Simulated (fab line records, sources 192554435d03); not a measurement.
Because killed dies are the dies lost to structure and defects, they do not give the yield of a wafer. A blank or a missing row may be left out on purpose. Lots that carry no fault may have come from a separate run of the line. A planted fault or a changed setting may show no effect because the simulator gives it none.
Matching of chambers ; flow n5-finfet ; rie-diel-06 running N5_MOL_CONTACT_COAG_ETCH_110: 4 sister chambers
The step etches Si in CF4/O2, target depth 2.5 nm, time 8 s. 4 wafers are shown with their chamber, then 7 later ones without.

## WAFERS PAIRED WITH THEIR CHAMBERS
wafer;chamber;throttle-valve-pct (%)
L087.5;2;11.09
L092.2;0;10.48
L093.1;1;10.54
L093.3;3;10.76

## WAFERS WITHOUT THEIR CHAMBER
wafer;throttle-valve-pct (%)
L093.5;10.52
L095.2;10.54
L095.4;10.78
L095.5;10.55
L097.1;10.54
L097.3;10.56
L097.4;10.53

## WHICH CHAMBER EACH ONE RAN IN
wafer;from the rows above;in truth
L093.5;can't be placed: 1 or 0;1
L095.2;1;1
L095.4;3;3
L095.5;1;1
L097.1;1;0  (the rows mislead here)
L097.3;1;1
L097.4;1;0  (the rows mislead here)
Correctly placed: 4 of 7. Can't be placed from these rows: 1 (the true chamber is among the candidates in 1). Wrongly placed: 2.
How it was worked out, from the rows above alone: a wafer's distance from a chamber is the root of the sum, over the readings, of the square of ((its reading less the chamber's mean) divided by the reading's scatter). The wafer belongs to the nearest chamber; if the next one is less than 2 further off, it can't be placed. For every chamber, the mean is computed from those of its wafers that are shown. The scatter: with one shown wafer a chamber, the root of the mean of the squares of how far each hidden wafer lies from its nearest shown one.
